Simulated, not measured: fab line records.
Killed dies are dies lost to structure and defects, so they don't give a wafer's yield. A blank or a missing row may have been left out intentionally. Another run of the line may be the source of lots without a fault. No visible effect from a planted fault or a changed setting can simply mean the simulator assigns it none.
Matching of chambers / flow n5Finfet / rieDiel-01 running N5_FIN_CUT_CUT_ETCH_27: 4 sister chambers
The step etches SiO2 in CHF3/O2, target depth 4 nm, overetch 2 nm, time 4.9 s. 14 wafers are shown with their chamber, then 7 later ones without.

WAFERS, EACH WITH ITS CHAMBER
wafer=L075.1; chamber=1; showerheadPlenumPTorr (Torr)=2.50; rfVppV (V)=502; throttleValvePct (%)=19.22
wafer=L075.4; chamber=2; showerheadPlenumPTorr (Torr)=2.27; rfVppV (V)=518; throttleValvePct (%)=18.95
wafer=L075.6; chamber=2; showerheadPlenumPTorr (Torr)=2.27; rfVppV (V)=518; throttleValvePct (%)=18.97
wafer=L076.2; chamber=1; showerheadPlenumPTorr (Torr)=2.49; rfVppV (V)=503; throttleValvePct (%)=19.24
wafer=L076.3; chamber=3; showerheadPlenumPTorr (Torr)=2.46; rfVppV (V)=532; throttleValvePct (%)=18.84
wafer=L076.6; chamber=0; showerheadPlenumPTorr (Torr)=2.47; rfVppV (V)=540; throttleValvePct (%)=18.99
wafer=L083.1; chamber=2; showerheadPlenumPTorr (Torr)=2.27; rfVppV (V)=519; throttleValvePct (%)=18.98
wafer=L083.2; chamber=0; showerheadPlenumPTorr (Torr)=2.46; rfVppV (V)=539; throttleValvePct (%)=19.01
wafer=L083.3; chamber=1; showerheadPlenumPTorr (Torr)=2.49; rfVppV (V)=502; throttleValvePct (%)=19.24
wafer=L088.3; chamber=0; showerheadPlenumPTorr (Torr)=2.46; rfVppV (V)=539; throttleValvePct (%)=19.02
wafer=L088.5; chamber=1; showerheadPlenumPTorr (Torr)=2.49; rfVppV (V)=501; throttleValvePct (%)=19.27
wafer=L088.6; chamber=0; showerheadPlenumPTorr (Torr)=2.46; rfVppV (V)=539; throttleValvePct (%)=19.02
wafer=L091.1; chamber=3; showerheadPlenumPTorr (Torr)=2.46; rfVppV (V)=530; throttleValvePct (%)=18.85
wafer=L091.4; chamber=1; showerheadPlenumPTorr (Torr)=2.49; rfVppV (V)=501; throttleValvePct (%)=19.29

SIGNATURES (averages over the wafers above)
reading=showerheadPlenumPTorr; chamber 0=2.4625; chamber 1=2.4920; chamber 2=2.2700; chamber 3=2.4600; scatter within a chamber=0.00394
reading=rfVppV; chamber 0=539.25; chamber 1=501.80; chamber 2=518.33; chamber 3=531.00; scatter within a chamber=0.788
reading=throttleValvePct; chamber 0=19.0100; chamber 1=19.2520; chamber 2=18.9667; chamber 3=18.8450; scatter within a chamber=0.0205
Rule: distance of a wafer from a chamber = root of the sum over the readings of ((wafer's reading minus chamber's mean) / reading's scatter) squared. The wafer belongs to the nearest chamber; if the next one is less than 2 further off, it can't be placed. The scatter: the root of (the sum of the squares of (reading less its chamber's mean) over the shown wafers, divided by (wafers less chambers)).

WAFERS WITHOUT THEIR CHAMBER
wafer=L091.6; showerheadPlenumPTorr (Torr)=2.49; rfVppV (V)=502; throttleValvePct (%)=19.25
wafer=L094.3; showerheadPlenumPTorr (Torr)=2.26; rfVppV (V)=518; throttleValvePct (%)=18.99
wafer=L094.5; showerheadPlenumPTorr (Torr)=2.26; rfVppV (V)=518; throttleValvePct (%)=19.01
wafer=L094.6; showerheadPlenumPTorr (Torr)=2.48; rfVppV (V)=503; throttleValvePct (%)=19.28
wafer=L096.3; showerheadPlenumPTorr (Torr)=2.45; rfVppV (V)=530; throttleValvePct (%)=18.90
wafer=L096.4; showerheadPlenumPTorr (Torr)=2.46; rfVppV (V)=542; throttleValvePct (%)=19.03
wafer=L096.5; showerheadPlenumPTorr (Torr)=2.46; rfVppV (V)=540; throttleValvePct (%)=19.03

CHAMBER TAKEN BY EACH
wafer=L091.6; from the rows above=1; in truth=1
wafer=L094.3; from the rows above=2; in truth=2
wafer=L094.5; from the rows above=2; in truth=2
wafer=L094.6; from the rows above=1; in truth=1
wafer=L096.3; from the rows above=3; in truth=3
wafer=L096.4; from the rows above=0; in truth=0
wafer=L096.5; from the rows above=0; in truth=0
7 of 7 placed correctly. Left unplaced by these rows: 0. Placed wrongly: 0.
